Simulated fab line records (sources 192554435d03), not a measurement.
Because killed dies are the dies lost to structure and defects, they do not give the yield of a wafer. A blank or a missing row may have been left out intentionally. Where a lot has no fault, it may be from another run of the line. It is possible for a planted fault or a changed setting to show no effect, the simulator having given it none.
fab line records	flow n5Finfet
record: lots: 5	wafers: 15	lastDay: 17
route steps=1938 shown MIM_BOT_LITHO@1861 MIM_BOT_ETCH@1866 PASS1_CAP@1873 TV_LITHO@1875 TV_OPEN@1887 PASSIVATION@1936
lots that met no fault: taken from a fault-free run of the same line
startH: start of the lot's first displayed wafer, in hours after the record's first day	waitH: hours elapsed since this lot's preceding step	" same as the row above	L1.1+2: a single row standing in for several wafers	- no value, or no start given	* or withheld: withheld	< > ~ a bound
route shown NAME@n: NAME is a module with steps in the file, n the number in the route of the first one	usual: mean/standard deviation of fault-free wafers	same: alike in all rows	chamber/n: place in a boat	sites: each site's reading	_std_site: how widely they spread, as a standard deviation	_edge_site: mean of outer sites minus mean of inner sites	radiusMm: for every site, how far away it sits from the centre of the wafer	mask NAME#n: copy n	behind: the last tool/chamber to shape the wafer	hold: why the lot went on hold/how many hours it stayed there/how the hold came to an end	device: transistor that didn't switch, given as n, p or np	end of line: tests of these same wafers at the route's end	step lacking rows: just its recipe	killed: dies lost to structure and defects at the first sort, not the wafer's yield	map: dies across one wafer; x = killed, . = not, _ = none there
set.NAME: the run value of the setting; set.NAME@STEP: its run value at that earlier step	model.NAME: the simulator's own value behind a step, which no gauge read
lots at some steps of the route; a table a step, a row a wafer
services: when a tool's chamber went out of use (startH, in hours from the record's first day, below 0 if earlier), for how many hours, and the reason
== steps ==
step: N5_MIM_BOT_LITHO_HARDBAKE_09
recipe: tempC: 130	timeS: 120
step: N5_MIM_BOT_LITHO_CD_MEAS_08
recipe: targetCdNm: 3000	landingEnergyEv: 500	detector: seInlens	polarity: opening
usual: cdNm: 3000.1/2.1
lot.wafer	tool	chamber	startH	waitH	cdNm
L995.1	cdSem-02	0	308.97	-	3001.8
L995.3	"	0	"	"	2999.6
L995.4	"	0	"	"	2998.3
L997.1	cdSem-02	0	325.73	-	2999.7
L997.3	"	0	"	"	3002.3
L997.6	"	0	"	"	3002.2
L101.3	cdSem-01	0	356.08	-	3000.8
L101.4	"	0	"	"	3000.5
L101.5	"	0	"	"	3000.0
L102.2	cdSem-01	0	357.72	-	3000.7
L102.4	"	0	"	"	2999.8
L102.5	"	0	"	"	3002.7
L108.2	cdSem-01	0	400.98	-	3001.5
L108.3	"	0	"	"	3000.2
L108.6	"	0	"	"	3004.5
step: N5_MIM_BOT_LITHO_OVL_MEAS_11
recipe: pointsPerWafer: 44
usual: MIM_BOT_OVL: 0/5.9
same: pointsPerWafer: 44
lot.wafer	tool	chamber	startH	waitH	MIM_BOT_OVL[nm]
L995.1	overlay-02	0	309.02	0.0	-5
L995.3	"	0	"	"	-3
L995.4	"	0	"	"	4
L997.1	overlay-01	0	325.76	0.0	-9
L997.3	"	0	"	"	-4
L997.6	"	0	"	"	-14
L101.3	overlay-02	0	356.11	0.0	-2
L101.4	"	0	"	"	0
L101.5	"	0	"	"	0
L102.2	overlay-02	0	357.74	0.0	6
L102.4	"	0	"	"	2
L102.5	"	0	"	"	6
L108.2	overlay-02	0	401.01	0.0	2
L108.3	"	0	"	"	0
L108.6	"	0	"	"	-4
step: N5_MIM_BOT_LITHO_INSPECT_12
recipe: mode: adi	inspectInstrument: macro
usual: rawDefectCount: 2.0/1.6
lot.wafer	tool	chamber	startH	waitH	rawDefectCount
L995.1	defectInspect-01	-	309.05	0.0	0
L995.3	"	-	"	"	4
L995.4	"	-	"	"	2
L997.1	defectInspect-01	-	325.78	0.0	3
L997.3	"	-	"	"	0
L997.6	"	-	"	"	2
L101.3	defectInspect-02	-	356.13	0.0	2
L101.4	"	-	"	"	0
L101.5	"	-	"	"	2
L102.2	defectInspect-01	-	357.77	0.0	4
L102.4	"	-	"	"	1
L102.5	"	-	"	"	2
L108.2	defectInspect-01	-	401.04	0.0	2
L108.3	"	-	"	"	2
L108.6	"	-	"	"	1
step: N5_MIM_BOT_LITHO_DESCUM_10
recipe: chemistry: O2	timeS: 7.9	sourcePowerW: 50	biasPowerW: 20	pressureMtorr: 20	rfFrequencyHz: 2.712e+07	tempC: 40	o2FlowSccm: 225
usual: drypumpMotorCurrentA: 5.6/0.43	oesProductAu: 0.81/0.079	rfVppV: 243.4/1.3	showerheadPlenumPTorr: 2.10/0.06	throttleValvePct: 20.42/0.24
lot.wafer	tool	chamber	startH	waitH	drypumpMotorCurrentA	oesProductAu	rfHoursCounterH	rfVppV	showerheadPlenumPTorr	throttleValvePct
L995.1	rieDiel-02	2	309.08	0.0	5.7	0.82	95	243.3	2.04	20.64
L995.3	"	1	"	"	6.2	0.71	173	243.3	2.07	20.50
L995.4	"	0	"	"	5.2	0.84	70	244.3	2.03	20.36
L997.1	rieDiel-03	1	325.82	0.0	6.2	0.90	24	242.9	2.06	20.72
L997.3	"	3	"	"	6.2	0.78	137	244.1	2.11	20.45
L997.6	"	0	"	"	5.4	0.93	-	246.5	2.21	20.06
L101.3	rieDiel-02	3	356.17	0.0	5.1	0.76	123	244.0	2.11	20.53
L101.4	"	2	"	"	5.7	0.80	113	240.7	2.03	20.65
L101.5	"	0	"	"	5.2	0.83	-	241.9	2.03	20.38
L102.2	rieDiel-06	0	357.80	0.0	5.8	0.92	13	242.7	2.06	20.00
L102.4	"	3	"	"	4.9	0.84	-	239.3	2.02	20.59
L102.5	"	0	"	"	5.8	0.92	-	243.3	2.06	20.01
L108.2	rieDiel-06	3	401.07	0.0	4.9	0.81	87	242.4	2.02	20.60
L108.3	"	0	"	"	5.8	0.89	29	243.4	2.05	20.02
L108.6	"	0	"	"	5.8	0.88	-	244.5	2.05	20.02
step: N5_MIM_BOT_ETCH_ETCH_04
recipe: chemistry: CF4/O2	target: SiNx	targetDepthA: 260	timeS: 13	ionEnergyEv: 100	pressureMtorr: 40	sourceW: 535	biasW: 49	Ar_flow_sccm: 100	cf4FlowSccm: 100	O2_flow_sccm: 10
step: N5_MIM_BOT_ETCH_ETCH_03
recipe: chemistry: Cl2/BCl3	targetDepthA: 120	pressureMtorr: 8	icpW: 800	biasW: 100	Cl2_flow_sccm: 20	bcl3FlowSccm: 80
usual: bcl3FlowSccm: 79.99/0.23	drypumpMotorCurrentA: 5.9/0.34	oesProductAu: 0.84/0.096	throttleValvePct: 27.4/0.37
lot.wafer	tool	chamber	startH	waitH	bcl3FlowSccm	drypumpMotorCurrentA	oesProductAu	rfHoursCounterH	throttleValvePct
L995.1	rieMetal-03	1	309.24	0.1	80.07	6.1	0.77	47	27.6
L995.3	"	1	"	"	79.93	6.1	0.76	-	27.6
L995.4	"	0	"	"	79.99	6.3	0.93	-	27.9
L997.1	rieMetal-02	0	325.97	0.1	79.73	5.4	0.77	43	27.1
L997.3	"	0	"	"	79.63	5.4	0.76	-	27.1
L997.6	"	1	"	"	80.10	5.8	0.99	-	26.9
L101.3	rieMetal-01	1	356.35	0.1	79.79	6.2	0.90	-	27.1
L101.4	"	0	"	"	79.73	5.7	0.75	-	27.1
L101.5	"	0	"	"	79.37	5.7	0.74	-	27.1
L102.2	rieMetal-02	0	357.96	0.1	79.97	5.4	0.75	47	27.1
L102.4	"	0	"	"	79.88	5.4	0.75	-	27.1
L102.5	"	0	"	"	80.05	5.4	0.74	-	27.1
L108.2	rieMetal-03	0	401.22	0.1	80.09	6.4	0.89	14	27.9
L108.3	"	1	"	"	79.81	6.1	0.75	-	27.6
L108.6	"	1	"	"	79.84	6.1	0.74	-	27.6
step: N5_MIM_BOT_ETCH_ETCH_00
recipe: chemistry: Cl2/BCl3	target: TiN	targetDepthA: 455	ionEnergyEv: 150	pressureMtorr: 10	icpW: 1000	biasW: 126	Cl2_flow_sccm: 53.25	bcl3FlowSccm: 21.75	Ar_flow_sccm: 25
step: N5_MIM_BOT_ETCH_STRIP_01
recipe: chemistry: O2	powerW: 600	tempC: 60	pressureMtorr: 30	rfFrequencyHz: 6e+07	biasPowerW: 0	overashFraction: 0.5	o2FlowSccm: 225
usual: drypumpMotorCurrentA: 5.6/0.42	oesProductAu: 0.81/0.084	rfVppV: 3.5/1.2	showerheadPlenumPTorr: 2.10/0.063	throttleValvePct: 16.65/0.25
lot.wafer	tool	chamber	startH	waitH	drypumpMotorCurrentA	oesProductAu	rfHoursCounterH	rfVppV	showerheadPlenumPTorr	throttleValvePct
L995.1	rieDiel-03	3	309.54	0.1	6.2	0.78	131	2.5	2.12	16.59
L995.3	"	2	"	"	5.5	0.74	184	2.0	2.15	16.82
L995.4	"	1	"	"	6.2	0.94	18	4.5	2.06	16.86
L997.1	rieDiel-03	1	326.20	0.1	6.2	0.90	24	3.1	2.06	16.83
L997.3	"	2	"	"	5.5	0.72	190	5.3	2.15	16.75
L997.6	"	0	"	"	5.4	0.92	-	3.4	2.21	16.31
L101.3	rieDiel-02	0	356.55	0.1	5.2	0.82	88	4.8	2.03	16.60
L101.4	"	3	"	"	5.1	0.76	123	3.5	2.11	16.74
L101.5	"	1	"	"	6.2	0.69	-	4.5	2.07	16.77
L102.2	rieDiel-02	2	358.19	0.1	5.7	0.80	113	4.4	2.04	16.85
L102.4	"	1	"	"	6.1	0.67	191	4.5	2.07	16.79
L102.5	"	1	"	"	6.1	0.70	-	2.2	2.07	16.82
L108.2	rieDiel-06	1	401.46	0.1	5.3	0.98	10	2.1	2.15	16.65
L108.3	"	2	"	"	5.4	0.80	97	3.0	2.19	16.29
L108.6	"	3	"	"	4.9	0.82	-	3.6	2.02	16.80
step: N5_MIM_BOT_ETCH_STRIP_02
recipe: chemistry: postEtchResidueRemover	timeS: 1200	tempC: 72.5
step: N5_MIM_BOT_ETCH_CLEAN_05
recipe: chemistry: IPA	timeS: 180	tempC: 25
step: N5_MIM_BOT_ETCH_SRD_06
recipe: dry: ipaMarangoni	timeS: 30	tempC: 23	rinseLiquid: diw
step: N5_PASSIVATION_PECVD_55
recipe: material: SiO2	targetThkA: 4000	tempC: 400	precursor: SiH4/N2O	pressureTorr: 2.7	rfW: 608	timeS: 22.5
usual: heaterPowerW: 685/87	showerheadPlenumPTorr: 8.13/0.12	throttleValvePct: 50.4/2.8
lot.wafer	tool	chamber	startH	waitH	heaterPowerW	showerheadPlenumPTorr	throttleValvePct	model.SiO2_of_PASSIVATION_PECVD_55.thkNm
L995.1	pecvd-02	2	310.07	0.0	691	8.27	48.9	402.4
L995.3	"	0	"	"	611	8.02	50.6	402.8
L995.4	"	0	"	"	641	8.01	50.5	407.4
L997.1	pecvd-01	0	326.71	0.0	685	8.12	55.3	398
L997.3	"	1	"	"	692	8.24	49.3	403.6
L997.6	"	1	"	"	709	8.26	49.4	401.2
L101.3	pecvd-01	2	357.05	0.0	804	7.96	48.1	395.6
L101.4	"	1	"	"	668	8.26	49.2	398.2
L101.5	"	0	"	"	550	8.15	55.5	408.6
L102.2	pecvd-01	2	358.69	0.0	790	7.95	48.1	395.8
L102.4	"	2	"	"	801	7.95	48.1	364.6
L102.5	"	0	"	"	603	8.13	55.6	408.2
L108.2	pecvd-03	0	402.00	0.0	686	8.04	51.6	398.6
L108.3	"	1	"	"	646	8.24	51.1	406.4
L108.6	"	2	"	"	780	8.22	46.0	400
step: N5_PASSIVATION_PECVD_01
recipe: material: SiNx	targetThkA: 2000	tempC: 400	precursor: SiH4/NH3/N2	pressureTorr: 4.9	rfW: 1406	timeS: 43.2
step: N5_PASSIVATION_HMDS_03
recipe: timeS: 60	tempC: 120
step: N5_PASSIVATION_COAT_04
recipe: spinRpm: *	resistThkNm: *
step: N5_PASSIVATION_EBR_06
recipe: solvent: PGMEA	ebrWidthMm: 1.5
step: N5_PASSIVATION_SOFTBAKE_05
recipe: tempC: 100	timeS: 90
step: N5_PASSIVATION_EXPOSE_07
recipe: maskId: TV	na: 0.55	sourceShape: conventional	sigmaOuter: 0.8	polarization: unpolarized	defocusNm: 0	targetCdNm: 3000	doseMj: 22.75
step: N5_PASSIVATION_PEB_08
recipe: pebTempC: withheld	pebTimeS: *
step: N5_PASSIVATION_DEVELOP_09
recipe: developTimeS: 60	rinseLiquid: diw	dry: airSpin	devTempC: 21
step: N5_PASSIVATION_HARDBAKE_11
recipe: tempC: 130	timeS: 120
step: N5_PASSIVATION_CD_MEAS_10
recipe: targetCdNm: 3000	landingEnergyEv: 500	detector: seInlens
usual: cdNm: 2998.5/1.9
lot.wafer	tool	chamber	startH	waitH	cdNm
L995.1	cdSem-01	0	311.81	-	3001.9
L995.3	"	0	"	"	3001.8
L995.4	"	0	"	"	2998.1
L997.1	cdSem-02	0	327.27	-	2995.8
L997.3	"	0	"	"	2999.0
L997.6	"	0	"	"	2999.2
L101.3	cdSem-02	0	360.40	-	3001.1
L101.4	"	0	"	"	2998.6
L101.5	"	0	"	"	2999.2
L102.2	cdSem-02	0	360.72	-	2994.2
L102.4	"	0	"	"	2997.0
L102.5	"	0	"	"	2994.1
L108.2	cdSem-01	0	402.40	-	2998.5
L108.3	"	0	"	"	2997.2
L108.6	"	0	"	"	2997.6
step: N5_PASSIVATION_OVL_MEAS_60
recipe: pointsPerWafer: 44
usual: TV_OVL: 1/6
same: pointsPerWafer: 44
lot.wafer	tool	chamber	startH	waitH	TV_OVL[nm]
L995.1	overlay-02	0	311.85	0.0	-6
L995.3	"	0	"	"	0
L995.4	"	0	"	"	-3
L997.1	overlay-02	0	327.30	0.0	5
L997.3	"	0	"	"	-1
L997.6	"	0	"	"	5
L101.3	overlay-02	0	360.43	0.0	5
L101.4	"	0	"	"	4
L101.5	"	0	"	"	3
L102.2	overlay-01	0	360.75	0.0	14
L102.4	"	0	"	"	6
L102.5	"	0	"	"	4
L108.2	overlay-02	0	402.43	0.0	-1
L108.3	"	0	"	"	11
L108.6	"	0	"	"	4
step: N5_PASSIVATION_INSPECT_61
recipe: mode: adi	inspectInstrument: macro
usual: rawDefectCount: 2.1/1.4
lot.wafer	tool	chamber	startH	waitH	rawDefectCount
L995.1	defectInspect-02	-	311.87	0.0	1
L995.3	"	-	"	"	2
L995.4	"	-	"	"	1
L997.1	defectInspect-02	-	327.33	0.0	1
L997.3	"	-	"	"	1
L997.6	"	-	"	"	3
L101.3	defectInspect-02	-	360.45	0.0	3
L101.4	"	-	"	"	2
L101.5	"	-	"	"	2
L102.2	defectInspect-01	-	360.77	0.0	2
L102.4	"	-	"	"	2
L102.5	"	-	"	"	0
L108.2	defectInspect-02	-	402.45	0.0	1
L108.3	"	-	"	"	1
L108.6	"	-	"	"	1
step: N5_PASSIVATION_DESCUM_12
recipe: chemistry: O2	timeS: 7.9	sourcePowerW: 50	biasPowerW: 20	pressureMtorr: 20	rfFrequencyHz: 2.712e+07	tempC: 40	o2FlowSccm: 225
usual: drypumpMotorCurrentA: 5.8/0.42	oesProductAu: 0.77/0.089	rfVppV: 243.0/1.4	showerheadPlenumPTorr: 2.09/0.073	throttleValvePct: 20.36/0.25
lot.wafer	tool	chamber	startH	waitH	drypumpMotorCurrentA	oesProductAu	rfHoursCounterH	rfVppV	showerheadPlenumPTorr	throttleValvePct
L995.1	rieDiel-04	1	312.00	0.1	6.5	0.69	215	242.2	2.08	20.42
L995.3	"	2	"	"	5.6	0.73	177	243.0	2.07	19.96
L995.4	"	0	"	"	6.6	0.79	140	245.0	2.18	20.62
L997.1	rieDiel-04	3	327.46	0.1	5.4	0.82	102	243.4	2.02	20.22
L997.3	"	2	"	"	5.6	0.73	181	241.8	2.07	19.97
L997.6	"	0	"	"	6.5	0.77	-	242.4	2.18	20.64
L101.3	rieDiel-04	3	360.48	0.0	5.4	0.81	113	241.0	2.02	20.24
L101.4	"	1	"	"	6.5	0.67	231	243.8	2.07	20.45
L101.5	"	2	"	"	5.6	0.71	-	242.0	2.06	19.97
L102.2	rieDiel-01	2	361.39	0.6	5.5	0.90	19	244.5	2.14	20.31
L102.4	"	3	"	"	5.5	0.96	2	243.6	2.14	20.15
L102.5	"	2	"	"	5.5	0.91	-	244.1	2.14	20.30
L108.2	rieDiel-04	1	402.69	0.2	6.5	0.67	246	242.3	2.07	20.48
L108.3	"	0	"	"	6.5	0.76	173	244.6	2.17	20.66
L108.6	"	1	"	"	6.5	0.67	-	244.4	2.07	20.46
step: N5_PASSIVATION_PASS_ETCH_74
recipe: chemistry: CF4/O2	target: SiNx	targetDepthA: 2200	timeS: 110	ionEnergyEv: 100	pressureMtorr: 40	sourceW: 535	biasW: 49	Ar_flow_sccm: 100	cf4FlowSccm: 100	O2_flow_sccm: 10
usual: drypumpMotorCurrentA: 5.8/0.42	oesProductAu: 0.77/0.088	rfVppV: 241/5.9	showerheadPlenumPTorr: 2.21/0.077	throttleValvePct: 15.98/0.22
lot.wafer	tool	chamber	startH	waitH	drypumpMotorCurrentA	oesProductAu	rfHoursCounterH	rfVppV	showerheadPlenumPTorr	throttleValvePct
L995.1	rieDiel-04	1	312.07	0.0	6.5	0.70	215	237	2.17	15.95
L995.3	"	2	"	"	5.6	0.74	177	241	2.20	15.75
L995.4	"	0	"	"	6.6	0.78	140	243	2.31	16.28
L997.1	rieDiel-04	3	327.53	0.0	5.4	0.81	102	235	2.14	15.83
L997.3	"	2	"	"	5.6	0.73	181	241	2.20	15.77
L997.6	"	0	"	"	6.6	0.78	-	242	2.31	16.30
L101.3	rieDiel-04	3	360.55	0.0	5.4	0.81	113	236	2.13	15.84
L101.4	"	1	"	"	6.5	0.69	231	237	2.17	15.99
L101.5	"	2	"	"	5.6	0.73	-	242	2.19	15.77
L102.2	rieDiel-01	2	361.46	0.0	5.5	0.90	19	241	2.26	15.82
L102.4	"	3	"	"	5.5	0.98	2	252	2.26	15.69
L102.5	"	2	"	"	5.5	0.91	-	240	2.26	15.83
L108.2	rieDiel-04	1	402.75	0.0	6.5	0.68	246	236	2.16	16.00
L108.3	"	0	"	"	6.6	0.76	173	242	2.30	16.36
L108.6	"	1	"	"	6.5	0.68	-	237	2.16	16.01
step: N5_PASSIVATION_VIA_ETCH_13
recipe: chemistry: CHF3/O2	target: SiO2	targetDepthA: 6600	CHF3_flow_sccm: 50	O2_flow_sccm: 5	Ar_flow_sccm: 200	timeS: 330	maskMaterial: PR	pressureMtorr: 30	sourceW: 650	biasW: 170	ionEnergyEv: 200	ends: cleared
usual: drypumpMotorCurrentA: 5.8/0.42	etchRfOnTimeS: 236/3.7	oesProductAu: 0.69/0.079	rfVppV: 524/12	showerheadPlenumPTorr: 2.41/0.084	throttleValvePct: 18.84/0.22
lot.wafer	tool	chamber	startH	waitH	drypumpMotorCurrentA	etchRfOnTimeS	oesProductAu	rfHoursCounterH	rfVppV	showerheadPlenumPTorr	throttleValvePct	model.coat_of_PASSIVATION_COAT_04.thkNm
L995.1	rieDiel-04	1	312.16	0.0	6.5	238	0.63	215	517	2.37	18.78	*
L995.3	"	2	"	"	5.6	233	0.66	177	525	2.40	18.55	*
L995.4	"	0	"	"	6.5	236	0.70	140	526	2.52	19.14	*
L997.1	rieDiel-04	3	327.62	0.0	5.4	236	0.74	102	512	2.34	18.73	*
L997.3	"	2	"	"	5.6	236	0.65	181	527	2.40	18.56	*
L997.6	"	0	"	"	6.6	234	0.69	-	527	2.52	19.15	*
L101.3	rieDiel-04	3	360.64	0.0	5.4	234	0.73	113	511	2.33	18.77	*
L101.4	"	1	"	"	6.5	236	0.62	231	515	2.37	18.81	*
L101.5	"	2	"	"	5.6	239	0.64	-	525	2.39	18.59	*
L102.2	rieDiel-01	2	361.55	0.0	5.5	232	0.82	19	526	2.48	18.80	*
L102.4	"	3	"	"	5.5	209	0.88	2	545	2.47	18.60	*
L102.5	"	2	"	"	5.5	238	0.81	-	524	2.48	18.80	*
L108.2	rieDiel-04	1	402.85	0.0	6.6	237	0.60	246	517	2.36	18.83	*
L108.3	"	0	"	"	6.5	236	0.68	173	527	2.51	19.22	*
L108.6	"	1	"	"	6.5	235	0.61	-	515	2.36	18.83	*
step: N5_PASSIVATION_STRIP_14
recipe: chemistry: O2	powerW: 600	tempC: 60	pressureMtorr: 30	rfFrequencyHz: 6e+07	biasPowerW: 0	overashFraction: 0.5	o2FlowSccm: 225
step: N5_PASSIVATION_PROBE_49
usual: defectLimitedYield: 91.0/1.4	killed_at_M0_to_M3: 35/10	killed_at_M4_up: 13/6	killedAtContacts: 13/6.4	killedAtFrontEnd: 42/12	killedAtOther: 3.2/2.4	killedDies: 107/17	killedOpen: 69/13	killedShort: 33/7.3	sort_bin_5_function: 5.3/0.92	sort_bin_6_memory: 3.3/0.66	sort_bin_8_speed: 0.00/0.035	sortNPass: 1073/17
same: grossDies: 1180	killedAtBackSide: 0	sort_bin_4_leakage[%]: 0
lot.wafer	tool	chamber	startH	waitH	defectLimitedYield[%]	killed_at_M0_to_M3	killed_at_M4_up	killedAtContacts	killedAtFrontEnd	killedAtOther	killedDies	killedOpen	killedShort	sort_bin_5_function[%]	sort_bin_6_memory[%]	sort_bin_8_speed[%]	sortNPass
L995.1	prober-02	-	319.16	0.0	89.8	43	10	16	49	2	120	83	32	6.4	3.4	0	1060
L995.3	prober-02	-	319.26	0.1	90.5	40	18	7	42	5	112	71	35	5.1	3.8	0	1068
L995.4	prober-02	-	319.31	0.2	91.3	27	12	14	47	3	103	67	31	4.9	3.7	0	1077
L102.2	prober-01	-	369.01	0.1	90.3	37	17	21	28	11	114	83	27	5.1	4.2	0	1066
L102.4	prober-01	-	369.11	0.2	89.8	51	10	13	45	1	120	78	32	6.0	3.6	0	1060
L102.5	prober-01	-	369.16	0.2	91.2	42	11	22	27	2	104	61	34	5.0	3.2	0	1076
L108.2	prober-02	-	409.26	0.1	92.9	21	15	22	22	4	84	61	21	4.2	2.9	0	1096
L108.3	prober-02	-	409.31	0.1	92.1	26	9	26	27	5	93	65	25	4.7	2.8	0	1087
L108.6	prober-02	-	409.46	0.3	91.4	35	8	30	26	2	101	70	29	4.8	3.4	0	1079
killed by level:class
L995.1 MOL_CONTACT_COAG:geometricParticle:open=16 STI_FIN_REVEAL:geometricParticle:open=15 BEOL_M3:geometricParticle:open=12 FIN_SAQP:geometricParticle:short=8 BEOL_M1:geometricParticle:open=8 BEOL_M0_SAQP:geometricParticle:short=6 GATE_CUT:geometricParticle:short=6 GATE_CUT:geometricParticle:open=6
L995.3 STI_FIN_REVEAL:geometricParticle:open=9 BEOL_M2:geometricParticle:open=9 BEOL_M0_SAQP:geometricParticle:open=8 FIN_SAQP:geometricParticle:short=7 GATE_CUT:geometricParticle:short=7 BEOL_M0_SAQP:geometricParticle:short=7 MOL_CONTACT_COAG:geometricParticle:open=6 BEOL_M3:geometricParticle:open=6
L995.4 STI_FIN_REVEAL:geometricParticle:open=13 MOL_CONTACT_COAG:geometricParticle:open=10 FIN_SAQP:geometricParticle:short=8 BEOL_M2:geometricParticle:open=8 FIN_SAQP:geometricParticle:open=6 GATE_CUT:geometricParticle:open=6 BEOL_M0_SAQP:geometricParticle:short=6 DUMMY_GATE:geometricParticle:open=4
L102.2 MOL_CONTACT_COAG:geometricParticle:open=17 BEOL_M2:geometricParticle:open=14 BEOL_M3:geometricParticle:open=12 BEOL_M5:geometricParticle:open=6 FIN_SAQP:geometricParticle:open=4 DUMMY_GATE:geometricParticle:open=4 MIM_TOP:geometricParticle:open=4 FIN_SAQP:geometricParticle:short=3
L102.4 BEOL_M2:geometricParticle:open=17 STI_FIN_REVEAL:geometricParticle:open=13 BEOL_M0_SAQP:geometricParticle:open=8 GATE_CUT:geometricParticle:short=7 BEOL_M0_SAQP:geometricParticle:short=7 MOL_CONTACT_COAG:geometricParticle:open=6 BEOL_M1:geometricParticle:open=6 BEOL_M3:geometricParticle:open=6
L102.5 MOL_CONTACT_COAG:geometricParticle:open=13 BEOL_M0_SAQP:geometricParticle:open=13 BEOL_M2:geometricParticle:open=12 BEOL_M0_SAQP:geometricParticle:short=9 MOL_CONTACT_COAG:geometricParticle:short=7 HKMG_FIN:areaEtch=6 GATE_CUT:geometricParticle:short=5 FIN_SAQP:geometricParticle:short=3
L108.2 MOL_CONTACT_COAG:geometricParticle:open=17 BEOL_M4:geometricParticle:open=10 BEOL_M3:geometricParticle:open=7 BEOL_M1:geometricParticle:open=7 FIN_SAQP:geometricParticle:open=5 MOL_CONTACT_COAG:geometricParticle:short=5 BEOL_M2:geometricParticle:open=4 STARTING-WAFER:geometricParticle:short=4
L108.3 MOL_CONTACT_COAG:geometricParticle:open=22 BEOL_M3:geometricParticle:open=6 BEOL_M2:geometricParticle:open=5 FIN_SAQP:geometricParticle:open=4 MOL_CONTACT_COAG:geometricParticle:short=4 BEOL_M0_SAQP:geometricParticle:short=4 BEOL_M1:geometricParticle:open=4 BEOL_M1:geometricParticle:short=4
L108.6 MOL_CONTACT_COAG:geometricParticle:open=23 BEOL_M3:geometricParticle:open=9 MOL_CONTACT_COAG:geometricParticle:short=7 BEOL_M0:geometricParticle:open=7 BEOL_M0_SAQP:geometricParticle:short=7 BEOL_M0_SAQP:geometricParticle:open=5 DUMMY_GATE:geometricParticle:open=4 BEOL_M1:geometricParticle:open=4
== services ==
tool	chamber	startH	hours	kind
pecvd-01	-	292.99	1.4	repair
rieDiel-06	0	299.85	-	clean
rieDiel-06	0	299.85	-	consumableReplace:esc
rieDiel-06	0	299.85	-	consumableReplace:focusRing
rieDiel-06	0	299.85	24.4	scheduledDown
rieDiel-06	0	299.85	24.4	ventCycle
pecvd-02	-	318.85	1.7	repair
pecvd-01	2	323.79	6.3	repair
rieDiel-06	1	325.72	3.3	repair
rieDiel-01	3	333.67	1.7	repair
rieDiel-06	0	334.10	3.4	repair
rieDiel-01	3	335.40	-	clean
pecvd-02	2	335.57	3.3	repair
rieDiel-06	3	336.91	10.0	repair
rieDiel-01	-	342.24	0.3	repair
rieDiel-06	-	351.65	0.6	repair
rieDiel-01	-	354.16	0.9	repair
rieDiel-03	1	356.01	2.6	repair
rieDiel-03	1	368.38	5.3	repair
rieDiel-01	0	371.81	12.2	repair
rieDiel-03	2	373.09	17.8	repair
rieDiel-02	0	379.52	4.8	repair
rieDiel-02	-	379.68	0.7	repair
rieMetal-01	-	402.32	0.3	repair
== key ==
firstSign: step: N5_PASSIVATION_VIA_ETCH_13	reading: etchRfOnTimeS	direction: down	sigmas: 7.1	usual: *	struck: *
effect none on later readings
modelEffect: step: N5_PASSIVATION_PECVD_55	value: SiO2_of_PASSIVATION_PECVD_55.thkNm	without: 404.2	struck: 364.6
modelEffect: step: N5_PASSIVATION_VIA_ETCH_13	value: coat_of_PASSIVATION_COAT_04.thkNm	without: *	struck: *
metAt N5_PASSIVATION_PECVD_55
struckWafers L102.4
onsetBetween 357.05 358.69
fault: kind: processParameterDrift	tool: pecvd-01	chamber: -	onsetH: 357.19	steps: N5_PASSIVATION_PECVD_55	channel: timeS	offset: *	shape: step	endH: 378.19	scope: struckWafersOnly	actsIn: *	stated: *
